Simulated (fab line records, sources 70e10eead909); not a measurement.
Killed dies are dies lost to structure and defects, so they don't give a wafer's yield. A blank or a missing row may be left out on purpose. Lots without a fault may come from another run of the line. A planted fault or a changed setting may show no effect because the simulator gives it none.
Which tool did it? | flow nand_harc | 14 lots, 42 wafers sampled, at 4 steps of a route of 1159

WHAT THE GAUGES READ, wafer by wafer
The record holds no reading of a measuring or inspecting step that can be judged against a usual standard deviation.

WHICH TOOL RAN EACH LOT (tool, then ch and the chambers of the sampled wafers, then the start)
lot  | NHARC_A_STAIRCASE_HM_DEP_456  | NHARC_A_STAIRCASE_DESCUM_291       | NHARC_A_STAIRCASE_HM_DEP_462  | NHARC_A_STAIRCASE_EXPOSE_307
L124 | acl_dep-01 ch 0, day 11 23:37 | rie_diel-02 ch 0,1,3, day 12 02:09 | acl_dep-02 ch 0, day 12 07:43 | krf_scanner-03 ch 0, day 12 09:52
L126 | acl_dep-02 ch 0, day 12 05:52 | rie_diel-02 ch 0,2,3, day 12 08:25 | acl_dep-03 ch 0, day 12 11:26 | krf_scanner-03 ch 0, day 12 13:38
L127 | acl_dep-01 ch 0, day 12 08:11 | rie_diel-08 ch 2,3, day 12 10:19   | acl_dep-02 ch 0, day 12 13:25 | krf_scanner-03 ch 0, day 12 15:11
L130 | acl_dep-01 ch 0, day 12 12:25 | rie_diel-02 ch 0,2,3, day 12 15:13 | acl_dep-03 ch 0, day 12 17:49 | krf_scanner-04 ch 0, day 12 19:59
L131 | acl_dep-01 ch 0, day 13 04:04 | rie_diel-02 ch 1,2, day 13 06:37   | acl_dep-03 ch 0, day 13 10:37 | krf_scanner-03 ch 0, day 13 12:50
L134 | acl_dep-02 ch 0, day 13 16:26 | rie_diel-02 ch 0,1, day 13 19:18   | acl_dep-01 ch 0, day 13 22:26 | krf_scanner-02 ch 0, day 14 00:52
L132 | acl_dep-01 ch 0, day 13 18:37 | rie_diel-02 ch 1,2,3, day 13 21:57 | acl_dep-02 ch 0, day 14 00:40 | krf_scanner-03 ch 0, day 14 03:02
L138 | acl_dep-02 ch 0, day 14 14:49 | rie_diel-08 ch 0,1,2, day 14 17:33 | acl_dep-02 ch 0, day 14 22:59 | krf_scanner-03 ch 0, day 15 01:19
L135 | acl_dep-03 ch 0, day 14 15:02 | rie_diel-08 ch 1,2, day 14 17:55   | acl_dep-01 ch 0, day 15 00:16 | krf_scanner-03 ch 0, day 15 03:04
L139 | acl_dep-02 ch 0, day 15 06:29 | rie_diel-02 ch 1,2,3, day 15 09:01 | acl_dep-02 ch 0, day 15 11:59 | krf_scanner-03 ch 0, day 15 13:53
L140 | acl_dep-01 ch 0, day 15 14:21 | rie_diel-05 ch 0,1,3, day 15 17:12 | acl_dep-01 ch 0, day 15 20:35 | krf_scanner-03, day 15 23:05
L142 | acl_dep-03 ch 0, day 16 04:58 | rie_diel-02 ch 0,2, day 16 08:01   | acl_dep-02 ch 0, day 16 10:51 | krf_scanner-04 ch 0, day 16 13:12
L143 | acl_dep-02 ch 0, day 16 05:35 | rie_diel-02 ch 0,1, day 16 07:50   | acl_dep-03 ch 0, day 16 11:10 | krf_scanner-04, day 16 13:01
L147 | acl_dep-03 ch 0, day 17 03:01 | rie_diel-08 ch 2,3, day 17 06:01   | acl_dep-03 ch 0, day 17 08:17 | krf_scanner-03 ch 0, day 17 10:40
- NHARC_A_STAIRCASE_HM_DEP_456: deposits aC, target thk 1500 nm.
- NHARC_A_STAIRCASE_DESCUM_291: chemistry O2, time 3 s.
- NHARC_A_STAIRCASE_HM_DEP_462: deposits aC, target thk 800 nm.
- NHARC_A_STAIRCASE_EXPOSE_307: exposes mask CHOP 50.

WHAT THE TOOLS THEMSELVES READ (means of the sampled wafers that have a number; where no wafer has one, the mark that the record gives instead)
NHARC_A_STAIRCASE_HM_DEP_456.
lot  | tool       | throttle_valve_pct (%)
L124 | acl_dep-01 | 35.005
L126 | acl_dep-02 | 35.012
L127 | acl_dep-01 | 34.998
L130 | acl_dep-01 | 35.000
L131 | acl_dep-01 | 34.995
L134 | acl_dep-02 | 34.994
L132 | acl_dep-01 | 34.998
L138 | acl_dep-02 | 35.005
L135 | acl_dep-03 | 34.999
L139 | acl_dep-02 | 35.004
L140 | acl_dep-01 | 35.000
L142 | acl_dep-03 | 35.000
L143 | acl_dep-02 | 35.005
L147 | acl_dep-03 | 35.009

NHARC_A_STAIRCASE_DESCUM_291.
lot  | tool        | drypump_motor_current_A (A) | oes_product_au (a.u.) | rf_vpp_V (V) | showerhead_plenum_p_Torr (Torr) | throttle_valve_pct (%)
L124 | rie_diel-02 | 5.6                         | 1.001                 | 56.8         | 1.93                            | 11.310
L126 | rie_diel-02 | 5.6                         | 0.991                 | 57.1         | 1.89                            | 11.309
L127 | rie_diel-08 | 6.0                         | 1.006                 | 58.0         | 1.81                            | 11.316
L130 | rie_diel-02 | 5.6                         | 0.994                 | 58.6         | 1.89                            | 11.309
L131 | rie_diel-02 | 5.7                         | 0.999                 | 58.0         | 1.90                            | 11.298
L134 | rie_diel-02 | 5.9                         | 0.999                 | 57.8         | 1.92                            | 11.306
L132 | rie_diel-02 | 5.4                         | 1.003                 | 57.5         | 1.90                            | 11.302
L138 | rie_diel-08 | 6.2                         | 1.001                 | 57.2         | 1.88                            | 11.319
L135 | rie_diel-08 | 6.4                         | 1.001                 | 57.9         | 1.88                            | 11.322
L139 | rie_diel-02 | 5.4                         | 1.011                 | 57.3         | 1.90                            | 11.305
L140 | rie_diel-05 | 5.6                         | 0.997                 | 57.5         | 1.82                            | 11.312
L142 | rie_diel-02 | 6.1                         | 1.014                 | 58.1         | 1.85                            | 11.317
L143 | rie_diel-02 | 5.9                         | 1.004                 | 57.7         | 1.91                            | 11.311
L147 | rie_diel-08 | 6.0                         | 0.997                 | 57.5         | 1.94                            | 11.309

NHARC_A_STAIRCASE_HM_DEP_462.
lot  | tool       | throttle_valve_pct (%)
L124 | acl_dep-02 | 35.003
L126 | acl_dep-03 | 35.005
L127 | acl_dep-02 | 35.000
L130 | acl_dep-03 | 34.990
L131 | acl_dep-03 | 34.993
L134 | acl_dep-01 | 34.992
L132 | acl_dep-02 | 34.996
L138 | acl_dep-02 | 34.992
L135 | acl_dep-01 | 35.010
L139 | acl_dep-02 | 35.001
L140 | acl_dep-01 | 34.999
L142 | acl_dep-02 | 35.002
L143 | acl_dep-03 | 35.001
L147 | acl_dep-03 | 34.998

NHARC_A_STAIRCASE_EXPOSE_307.
lot  | tool           | exposure_dose_mJ_cm2 | focus_offset_nm (nm) | reticle_temp_C (C)
L124 | krf_scanner-03 | 45.68                | -0.2                 | 23.08
L126 | krf_scanner-03 | 45.76                | -0.1                 | 23.06
L127 | krf_scanner-03 | 45.70                | 0.4                  | 23.04
L130 | krf_scanner-04 | 45.76                | 0.1                  | 22.99
L131 | krf_scanner-03 | 45.66                | -0.1                 | 22.88
L134 | krf_scanner-02 | 45.68                | -0.2                 | 23.07
L132 | krf_scanner-03 | 45.74                | -0.6                 | 23.04
L138 | krf_scanner-03 | 45.81                | 0.0                  | 22.96
L135 | krf_scanner-03 | 45.75                | -0.2                 | 23.12
L139 | krf_scanner-03 | 45.73                | 0.2                  | 22.93
L140 | krf_scanner-03 | -                    | -                    | -
L142 | krf_scanner-04 | 45.74                | -0.3                 | 22.95
L143 | krf_scanner-04 | -                    | -                    | -
L147 | krf_scanner-03 | 45.71                | -0.2                 | 23.03

THE ANSWER, worked out from the rows above alone
Rule: what is usual is taken from the lots themselves. Put in order of their means at a reading, lots are off if they are a third of the lots or fewer, leave a main group of 4 or more, and stand apart from it by a gap of 3 or more times the standard deviation of the main group's means; of several such gaps the widest counts. A main group whose means are all the same, to the digits that the tables above print for the reading, isn't used. A lot without any number at a reading at which 4 lots or more have one is off too. The other lots that the step has rows for count as sound. The gauges are gone through in route order, then the tools' own readings, and for those a lot's mean is taken as printed above. The first step at which some lot is off is used, and at that step the reading that is off furthest; a lot without a number counts as furthest.
Off: L140, L143, at NHARC_A_STAIRCASE_EXPOSE_307 (exposure_dose_mJ_cm2). Without a number there: L140, L143. The main group: mean 45.73, standard deviation 0.041.
A tool fits if, at that step or a process step before it, it ran every lot that is off, and no sound lot after the first of them. None of those tried fits.

WHAT THE SIMULATOR HAD PUT IN
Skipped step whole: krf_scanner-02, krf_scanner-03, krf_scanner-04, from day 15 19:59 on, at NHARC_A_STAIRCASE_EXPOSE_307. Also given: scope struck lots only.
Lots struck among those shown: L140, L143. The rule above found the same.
